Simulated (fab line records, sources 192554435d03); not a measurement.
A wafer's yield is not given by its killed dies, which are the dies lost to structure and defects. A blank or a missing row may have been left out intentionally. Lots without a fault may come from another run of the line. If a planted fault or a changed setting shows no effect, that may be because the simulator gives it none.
Lot-split experiment    flow n5_finfet    21 wafers read across 7 lots, on a route 1938 steps long

## THE SPLIT ITSELF
At N5_BEOL_M8_COAT_22 (resist thk 30 nm), the setting spin_rpm was moved away from the recipe's 1500 rpm on 9 of the 21 wafers read, by -8.9% to +9.3%. This setting was run at the recipe's value on the other wafers.

## FROM THE SPLIT TO THE READING: what the file shows between them, 3 steps
- N5_BEOL_M8_EBR_24
- N5_BEOL_M8_SOFTBAKE_23: time 60 s
- N5_BEOL_M8_DESCUM_33: chemistry O2, time 7 s

## THE READING
CAR-EUV_of_BEOL_M8_COAT_22.thk_nm (the simulator's own value, which no gauge read), in nm, at N5_BEOL_M8_ETCH_72 (etches underlayer in N2/H2, target depth 6.5 nm, time 5.2 s). The file does not state a usual value for it. Here, 12 wafers ran the recipe; their average is 20.3 nm with a standard deviation of 0.12 nm.

wafer   tool, chamber at the split  spin_rpm as run, rpm  against the recipe  CAR-EUV_of_BEOL_M8_COAT_22.thk_nm, nm  against lot-mates on the recipe
L074.1  litho_track-01, 0           1639                  +9.3%               19                                     -1.4
L074.3  litho_track-01, 0           1639                  +9.3%               19                                     -1.4
L074.6  litho_track-01, 0           1500                  recipe              20.4                                   -
L078.1  litho_track-05, 0           1500                  recipe              20.4                                   -
L078.2  litho_track-05, 0           1436                  -4.3%               21                                     +0.5
L078.5  litho_track-05, 0           1500                  recipe              20.6                                   -
L081.1  litho_track-04, 0           1500                  recipe              20.2                                   -
L081.2  litho_track-04, 0           1500                  recipe              20.2                                   -
L081.5  litho_track-04, 0           1500                  recipe              20.2                                   -
L090.1  litho_track-05, 0           1500                  recipe              20.2                                   -
L090.2  litho_track-05, 0           1603                  +6.9%               19.4                                   -0.8
L090.3  litho_track-05, 0           1603                  +6.9%               19.2                                   -1.0
L088.1  litho_track-05, 0           1500                  recipe              20.4                                   -
L088.3  litho_track-05, 0           1381                  -7.9%               21.8                                   +1.4
L088.6  litho_track-05, 0           1381                  -7.9%               21.8                                   +1.4
L097.1  litho_track-04, 0           1500                  recipe              20.4                                   -
L097.5  litho_track-04, 0           1366                  -8.9%               21.8                                   +1.4
L097.6  litho_track-04, 0           1366                  -8.9%               21.8                                   +1.4
L096.1  litho_track-04, 0           1500                  recipe              20.4                                   -
L096.4  litho_track-04, 0           1500                  recipe              20.4                                   -
L096.2  litho_track-04, 0           1500                  recipe              20.2                                   -

FIT RESULTS
A straight line over all 21 wafers: CAR-EUV_of_BEOL_M8_COAT_22.thk_nm changes by -0.16 nm for each +1% of spin_rpm; r = -0.99; the points scatter about the line by 0.13 nm.
The same after taking each lot's own level away (the mean of its wafers on the recipe; 21 wafers): -0.154 nm for each +1%; r = -0.99; scatter 0.1 nm.
According to that fit, moving spin_rpm by its largest amount changes the reading by 1.4 nm.
From 20.20 to 20.50 nm: that is the span of the lots' own levels, equal to 2.4 times the standard deviation above.
Hence the lot-to-lot level has little effect on the slope; both slopes agree.
Check: for one of the wafers moved furthest among these (+9.3%), held out of the fit, the line's prediction against its lot-mates is -1.39 nm. It came out at -1.4 nm against them.

## ADDITIONAL SPLITS CARRIED BY THESE WAFERS
Before the reading, these wafers also passed through other splits. Each is held against what the fit with the lots' levels taken away leaves over:
other split on the same wafers  wafers away from the commonest value  r with CAR-EUV_of_BEOL_M8_COAT_22.thk_nm (lot level and that fit taken away)
N5_BEOL_M4_SPUTTER_79 time_s    8                                     +0.12
N5_BEOL_M5_COAT_74 spin_rpm     4                                     -0.22
N5_BEOL_M5_EXPOSE_25 dose_mj    8                                     +0.02
N5_BEOL_M6_ILD_DEP_00 time_s    9                                     +0.16
N5_BEOL_M7_ILD_DEP_00 time_s    6                                     +0.16
N5_BEOL_M8_ETCH_62 source_w     9                                     +0.21

## THE WHOLE CHAIN: every reading that the file lists as answering this split, in the file's order
step                  what it does                                                 reading                                                                             change (the file's fit)                r (the file's)
N5_BEOL_M8_COAT_22    resist thk 30 nm                                             CAR-EUV_of_BEOL_M8_COAT_22.thk_nm (the simulator's own value, which no gauge read)  -0.156 nm for each +1% of the setting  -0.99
N5_BEOL_M8_DESCUM_33  chemistry O2, time 7 s                                       CAR-EUV_of_BEOL_M8_COAT_22.thk_nm (the simulator's own value, which no gauge read)  -0.145 nm for each +1% of the setting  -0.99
N5_BEOL_M8_ETCH_72    etches underlayer in N2/H2, target depth 6.5 nm, time 5.2 s  CAR-EUV_of_BEOL_M8_COAT_22.thk_nm (the simulator's own value, which no gauge read)  -0.153 nm for each +1% of the setting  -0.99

## THE FILE'S OWN FIT
CAR-EUV_of_BEOL_M8_COAT_22.thk_nm changes by -0.153 nm for each +1% of spin_rpm, r = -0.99.
